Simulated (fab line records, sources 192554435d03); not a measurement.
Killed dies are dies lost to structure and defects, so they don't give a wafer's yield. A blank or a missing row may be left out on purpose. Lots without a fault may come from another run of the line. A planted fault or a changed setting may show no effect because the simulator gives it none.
fab line records | flow n5_finfet
record lots=11 wafers=33 last_day=17
route steps=1938 shown BEOL_M6@1197
lots that met no fault: from a run of the same line without faults
start_h: hours from the record's first day to the start of the lot's first wafer shown | wait_h: hours since the lot's step before | " the same as in the row above | L1.1+2: a row that stands for several wafers | - no value, or no start given | * or withheld: withheld | < > ~ a bound
route shown NAME@n: a module of which the file shows steps, and the number in the route of the first | usual: mean/standard deviation of fault-free wafers | same: alike in all rows | chamber/n: place in a boat | sites: the reading at each site | _std_site: their standard deviation | _edge_site: outer sites' mean less inner sites' | radius_mm: how far each site lies from the wafer's centre | mask NAME#n: copy n | behind: the tool/chamber that last shaped the wafer | hold: why the lot was held/for how many hours/how that ended | device: the transistor (n, p or np) that didn't switch | end of line: the same wafers' tests at the end of the route | a step without rows: its recipe alone | killed: dies lost to structure and defects at the first sort, not the wafer's yield | map: a wafer's dies, x killed, . not, _ none there
set.NAME: the setting as run; set.NAME@STEP: as run at that earlier step | model.NAME: the simulator's own value behind a step, which no gauge read
steps of the route over a sample of lots; a table a step, a row a wafer
services: from which hour (start_h, from the record's first day; less than 0 if before it) a tool's chamber was out of use, for how many hours, and why
## steps
# step N5_BEOL_M6_PECVD_70
# recipe material=SiO2 target_thk_a=200 temp_c=400 precursor=TEOS/O2 pressure_torr=5.5 rf_w=450 teos_flow_sccm=53.8 gas=O2 flow_sccm=3000 time_s=22.7
# usual heater_power_w=667/54 rf_fwd_power_W=444.4/1.7 showerhead_plenum_p_Torr=8.78/0.056 susceptor_temp_C=400.02/0.21 throttle_valve_pct=23.0/1.3
# columns lot.wafer tool chamber start_h wait_h heater_power_w rf_fwd_power_W showerhead_plenum_p_Torr susceptor_temp_C throttle_valve_pct
L270.1 pecvd-01 2 193.96 0.0 581 444.1 8.77 399.91 22.5
L270.3 " 1 " " 662 444.7 8.80 399.84 24.6
L270.5 " 0 " " 652 443.7 8.84 399.97 22.5
L271.1 pecvd-03 2 194.15 0.0 717 446.4 8.66 399.98 21.4
L271.2 " 0 " " 670 444.5 8.85 400.04 21.4
L271.5 " 2 " " 743 446.3 8.69 399.81 21.8
L272.1 pecvd-01 1 210.72 0.0 774 443.9 8.77 399.73 24.4
L272.3 " 0 " " 590 442.8 8.85 400.05 22.4
L272.5 " 2 " " 689 442.6 8.78 400.28 22.8
L276.2 pecvd-01 0 238.63 0.0 681 442.9 8.83 400.18 22.7
L276.3 " 2 " " 574 442.4 8.81 400.58 22.7
L276.6 " 0 " " 691 442.1 8.85 400.13 22.5
L277.3 pecvd-01 1 240.65 0.0 711 445.4 8.79 400.05 24.7
L277.4 " 2 " " 672 442.7 8.76 399.93 22.9
L277.5 " 0 " " 655 445.5 8.84 399.91 22.5
L280.1 pecvd-01 0 247.23 0.0 615 442.9 8.81 400.13 22.7
L280.2 " 2 " " 649 444.7 8.78 400.23 22.6
L280.6 " 2 " " 664 445.0 8.77 400.29 22.8
L286.1 pecvd-02 1 300.17 0.0 655 443.2 8.85 400.06 25.1
L286.2 " 2 " " 673 446.1 8.71 400.07 23.0
L286.3 " 0 " " 627 443.0 8.67 399.96 23.8
L289.1 pecvd-02 0 305.83 0.0 639 441.7 8.70 400.04 24.1
L289.4 " 2 " " 578 447.8 8.71 400.15 22.9
L289.5 " 1 " " 670 444.5 8.83 399.80 25.0
L287.3 pecvd-03 1 310.83 0.0 649 443.7 8.80 400.12 22.1
L287.4 " 0 " " 733 444.0 8.84 400.04 21.3
L287.6 " 1 " " 656 443.6 8.78 400.13 21.9
L291.2 pecvd-01 2 312.93 0.0 567 447.4 8.77 400.26 22.7
L291.3 " 0 " " 665 443.3 8.81 399.81 22.6
L291.6 " 0 " " 655 444.1 8.83 399.73 22.4
L290.3 pecvd-03 2 326.81 0.0 623 445.1 8.69 400.41 20.0
L290.4 " 1 " " 711 444.7 8.77 400.11 22.2
L290.6 " 0 " " 700 445.1 8.85 400.21 21.3
# step N5_BEOL_M6_CD_MEAS_35
# recipe target_cd_nm=40 target_cd_y_nm=28 polarity=opening
# usual cd_nm=40.2/0.47
# columns lot.wafer tool chamber start_h wait_h cd_nm
L270.1 cd_sem-03 - 199.23 0.0 41.1
L270.3 " - " " 41.0
L270.5 " - " " 40.8
L271.1 cd_sem-03 - 199.42 0.0 40.2
L271.2 " - " " 39.7
L271.5 " - " " 40.5
L272.1 cd_sem-03 - 215.36 0.0 40.4
L272.3 " - " " 39.8
L272.5 " - " " 40.7
L276.2 cd_sem-02 - 241.69 0.0 40.3
L276.3 " - " " 40.3
L276.6 " - " " 39.9
L277.3 cd_sem-02 - 243.80 0.0 40.0
L277.4 " - " " 39.8
L277.5 " - " " 39.8
L280.1 cd_sem-02 - 252.19 0.0 40.9
L280.2 " - " " 40.3
L280.6 " - " " 40.1
L286.1 cd_sem-02 - 305.26 0.0 40.2
L286.2 " - " " 40.4
L286.3 " - " " 40.1
L289.1 cd_sem-02 - 313.46 0.0 40.5
L289.4 " - " " 40.7
L289.5 " - " " 40.3
L287.3 cd_sem-03 - 315.85 0.0 39.9
L287.4 " - " " 39.8
L287.6 " - " " 40.2
L291.2 cd_sem-02 - 316.11 0.0 39.8
L291.3 " - " " 39.6
L291.6 " - " " 40.7
L290.3 cd_sem-02 - 330.54 0.0 41.1
L290.4 " - " " 40.1
L290.6 " - " " 40.6
# step N5_BEOL_M6_CMP_52
# recipe stop_on=SiCOH_lowk t_overpolish_s=6.9 down_force_psi=1 platen_rpm=50 clearing_platen_down_force_psi=1.5 clearing_platen_rpm=50 post_cmp_clean=cu_alkaline target_thk_nm=80 clearing_platen_pad_velocity_m_s=0.99484 pad_velocity_m_s=0.99484
# usual barrier_field_endpoint_s=28.7/0.66 motor_current_A=6.0/0.4 pad_life_wafers=912/700
# columns lot.wafer tool chamber start_h wait_h barrier_field_endpoint_s motor_current_A pad_life_wafers
L270.1 cmp-01 2 200.91 0.3 28.2 5.4 1446
L270.3 " 3 " " 28.9 6.2 1447
L270.5 " 2 " " 29.3 5.4 -
L271.2 cmp-03 2 201.87 0.3 27.9 5.8 200
L271.1 " 3 " " 27.5 6.7 201
L271.5 " 0 " " 28.3 6.4 -
L272.1 cmp-01 2 219.18 0.3 28.4 5.7 1610
L272.3 " 3 " " 28.8 5.9 1611
L272.5 " 0 " " 29.0 5.8 -
L276.3 cmp-03 3 243.84 0.2 33.1 6.7 583
L276.2 " 1 " " 28.4 6.0 585
L276.6 " 2 " " 29.0 5.9 -
L277.4 cmp-02 0 246.23 0.3 33.6 5.0 2046
L277.3 " 2 " " 27.2 6.1 2048
L277.5 " 0 " " 28.9 5.0 -
L280.1 cmp-01 1 254.72 0.3 28.4 5.9 1933
L280.2 " 3 " " 33.2 5.7 1935
L280.6 " 0 " " 33.1 5.9 -
L286.1 cmp-01 1 307.35 0.3 29.2 5.8 217
L286.3 " 2 " " 29.3 5.5 218
L286.2 " 3 " " 28.7 6.3 219
L289.4 cmp-02 2 316.69 0.1 27.8 5.9 396
L289.1 " 3 " " 29.1 6.1 397
L289.5 " 2 " " 28.3 5.7 -
L287.4 cmp-01 0 317.48 0.2 28.8 5.6 307
L287.3 " 2 " " 28.5 5.8 309
L287.6 " 0 " " 28.5 5.5 -
L291.2 cmp-03 2 318.27 0.2 28.8 6.1 1242
L291.3 " 1 " " 28.9 6.1 1245
L291.6 " 2 " " 28.8 6.3 -
L290.4 cmp-03 0 332.29 0.1 29.1 6.2 1326
L290.3 " 3 " " 29.0 6.7 1329
L290.6 " 0 " " 29.0 6.1 -
# step N5_BEOL_M6_RS_MEAS_57
# recipe thk_meas_gauge=four-point-probe reads=Cu_of_BEOL_M6_ECD_50+Co_of_BEOL_M6_CVD_78+TaN_of_BEOL_M6_ALD_77
# usual M6_RS=0.286/0.0061
# columns lot.wafer tool chamber start_h wait_h M6_RS[ohm/sq]
L270.1 film_metro-01 - 201.36 0.1 0.292
L270.3 " - " " 0.280
L270.5 " - " " 0.286
L271.1 film_metro-01 - 202.22 0.1 0.291
L271.2 " - " " 0.288
L271.5 " - " " 0.290
L272.1 film_metro-02 - 219.56 0.1 0.285
L272.3 " - " " 0.293
L272.5 " - " " 0.295
L276.2 film_metro-01 - 244.23 0.1 0.290
L276.3 " - " " 0.297
L276.6 " - " " 0.276
L277.3 film_metro-02 - 246.66 0.1 0.282
L277.4 " - " " 0.288
L277.5 " - " " 0.281
L280.1 film_metro-02 - 255.10 0.1 0.293
L280.2 " - " " 0.286
L280.6 " - " " 0.286
L286.1 film_metro-01 - 307.74 0.1 0.290
L286.2 " - " " 0.287
L286.3 " - " " 0.279
L289.1 film_metro-01 - 317.12 0.1 0.280
L289.4 " - " " 0.294
L289.5 " - " " 0.286
L287.3 film_metro-01 - 317.87 0.1 0.281
L287.4 " - " " 0.291
L287.6 " - " " 0.285
L291.2 film_metro-02 - 318.69 0.1 0.287
L291.3 " - " " 0.273
L291.6 " - " " 0.291
L290.3 film_metro-02 - 332.71 0.1 0.295
L290.4 " - " " 0.293
L290.6 " - " " 0.293
# step N5_BEOL_M6_INSPECT_58
# recipe inspect_instrument=darkfield mode=post_dep
# usual raw_defect_count=79/30
# columns lot.wafer tool chamber start_h wait_h raw_defect_count
L270.1 defect_inspect-01 - 201.39 0.0 95
L270.3 " - " " 82
L270.5 " - " " 83
L271.1 defect_inspect-01 - 202.24 0.0 119
L271.2 " - " " 108
L271.5 " - " " 80
L272.1 defect_inspect-02 - 219.58 0.0 91
L272.3 " - " " 70
L272.5 " - " " 65
L276.2 defect_inspect-02 - 244.25 0.0 87
L276.3 " - " " 63
L276.6 " - " " 52
L277.3 defect_inspect-02 - 246.68 0.0 92
L277.4 " - " " 100
L277.5 " - " " 80
L280.1 defect_inspect-02 - 255.13 0.0 46
L280.2 " - " " 57
L280.6 " - " " 37
L286.1 defect_inspect-01 - 307.76 0.0 48
L286.2 " - " " 58
L286.3 " - " " 40
L289.1 defect_inspect-02 - 317.14 0.0 64
L289.4 " - " " 85
L289.5 " - " " 59
L287.3 defect_inspect-02 - 317.91 0.0 79
L287.4 " - " " 85
L287.6 " - " " 80
L291.2 defect_inspect-01 - 318.72 0.0 97
L291.3 " - " " 92
L291.6 " - " " 109
L290.3 defect_inspect-01 - 332.74 0.0 61
L290.4 " - " " 64
L290.6 " - " " 60
## services
# columns tool chamber start_h hours kind
cmp-03 - 171.73 4.0 pm
cmp-03 - 175.73 - consumable_replace:conditioner
cmp-03 - 175.73 - consumable_replace:pad
pecvd-01 - 176.61 1.2 repair
pecvd-03 1 193.83 5.5 scheduled_down
pecvd-03 2 198.64 13.5 repair
cmp-02 - 202.10 0.9 repair
cmp-03 - 204.25 0.4 repair
pecvd-03 2 212.18 - clean
cmp-02 - 213.47 1.6 repair
cmp-02 - 225.03 1.2 repair
cmp-02 - 253.86 1.7 repair
cmp-02 - 263.48 4.0 pm
cmp-01 - 264.83 4.0 pm
cmp-01 - 268.83 - consumable_replace:conditioner
cmp-01 - 268.83 - consumable_replace:pad
pecvd-02 - 274.24 0.2 repair
pecvd-02 - 274.66 5.5 pm
pecvd-01 1 277.97 7.5 repair
cmp-01 - 278.43 11.6 pm
cmp-02 - 282.39 0.8 repair
cmp-03 - 288.57 3.1 pm
pecvd-03 - 294.43 10.2 repair
pecvd-01 2 297.85 5.0 scheduled_down
## key
first_sign step=N5_BEOL_M6_CMP_52 reading=barrier_field_endpoint_s direction=up sigmas=6.8 usual=28.7 struck=33.2
effect none on later readings
met_at N5_BEOL_M6_PECVD_70
struck_lots L276,L277,L280
struck_wafers L276.3,L277.4,L280.2,L280.6
not_acting_at N5_BEOL_M6_CD_MEAS_35,N5_BEOL_M6_RS_MEAS_57,N5_BEOL_M6_INSPECT_58
onset_between 210.72 238.63
fault kind=process_parameter_drift tool=pecvd-01 chamber=2 onset_h=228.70 steps=N5_BEOL_M6_PECVD_70 channel=time_s offset=* shape=step end_h=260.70 acts_in=* stated=*
